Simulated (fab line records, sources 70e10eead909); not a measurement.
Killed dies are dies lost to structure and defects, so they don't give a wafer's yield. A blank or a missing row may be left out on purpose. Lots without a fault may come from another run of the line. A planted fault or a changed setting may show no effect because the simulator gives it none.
A struck lot beside a sound one | flow nand_harc | 14 steps out of a route of 1302
Sound: wafers L627.2, L627.3, L627.4. Struck: wafer L637.4. (L637.2, L637.5 of the same lot were not struck and are left out.) The cause comes at the end.
At each step with rows: each side's tool, then ch and its chambers, then its first start. Under that, the readings that differ: sound wafers | struck wafers | difference of the means | sigmas: that difference in standard deviations of wafers without a fault.
alike: readings whose means differ by less than 2 such deviations, and words and numbers that are the same on both sides. not compared: withheld readings, readings that some wafer has no value for, bounds like >300 that may hide the same value, and numbers for which the record gives no deviation and whose values overlap.
The two part at a step that has a row with sigmas, a row that says differs or no value, or rows on one side only. Numbers that don't overlap but have no deviation are shown without sigmas and don't part them. A reading that every wafer of one side lacks parts them only if that side has two wafers or more.

first, 2 steps without rows for these wafers: NHARC_A_SOURCE_PLATE_SRD_01; NHARC_A_SOURCE_PLATE_OXIDE_02 (material SiO2, target thk 10 nm, ox time 1362 s).
NHARC_A_SOURCE_PLATE_THK_MEAS_09: measures by ellipsometry.
  sound on film_metro-02, day 7 13:16; struck on film_metro-02, day 11 17:00
  alike: thk_nm
then, 3 steps without rows for these wafers: NHARC_A_SOURCE_PLATE_PVD_04 (deposits WSi2, target thk 50 nm); NHARC_A_SOURCE_PLATE_CVD_03 (deposits poly-Si, target thk 200 nm, time 4000 s); NHARC_A_SOURCE_PLATE_ANNEAL_05 (time 1800 s).
NHARC_A_SOURCE_PLATE_THK_MEAS_06: measures by ellipsometry.
  sound on film_metro-01, day 8 02:34; struck on film_metro-02, day 12 06:02
  alike: thk_nm
NHARC_A_SOURCE_PLATE_INSPECT_08:
  sound on defect_inspect-02, day 8 02:38; struck on defect_inspect-01, day 12 06:05
  alike: raw_defect_count
then, 1 step without rows for these wafers: NHARC_A_ONON_D1_DEP_00 (target thk 1000 nm).
NHARC_A_ONON_D1_THK_MEAS_02: measures by ellipsometry.
  sound on film_metro-02, day 8 03:13; struck on film_metro-02, day 12 06:42
  alike: thk_nm
NHARC_A_ONON_D1_DEP_03: target thk 1000 nm.
  sound on pecvd_onon-02 ch 0, day 8 03:20; struck on pecvd_onon-03 ch 0, day 12 07:08
NHARC_A_ONON_D1_THK_MEAS_05: measures by ellipsometry.
  sound on film_metro-02, day 8 03:47; struck on film_metro-01, day 12 07:35
  reading     | sound          | struck | difference | sigmas
  thk_nm (nm) | 1021 1020 1021 | 644    | -377       | -41
then, 1 step without rows for these wafers: NHARC_A_ONON_D1_DEP_06 (target thk 1000 nm).
-- the record jumps here: 17 days lie between the struck wafers' starts before and after (it left off in module A_ONON_D1 and takes up again in module END, whose first step shown is number 1302 of the route) --
NHARC_END_SORT_01:
  the record has rows for the struck wafers here (prober-02 ch 0, day 29 05:20) and none for the sound ones

WHERE THEY PART
First at NHARC_A_ONON_D1_THK_MEAS_05; last, within this record, at NHARC_END_SORT_01.

WHY: what the simulator had put in
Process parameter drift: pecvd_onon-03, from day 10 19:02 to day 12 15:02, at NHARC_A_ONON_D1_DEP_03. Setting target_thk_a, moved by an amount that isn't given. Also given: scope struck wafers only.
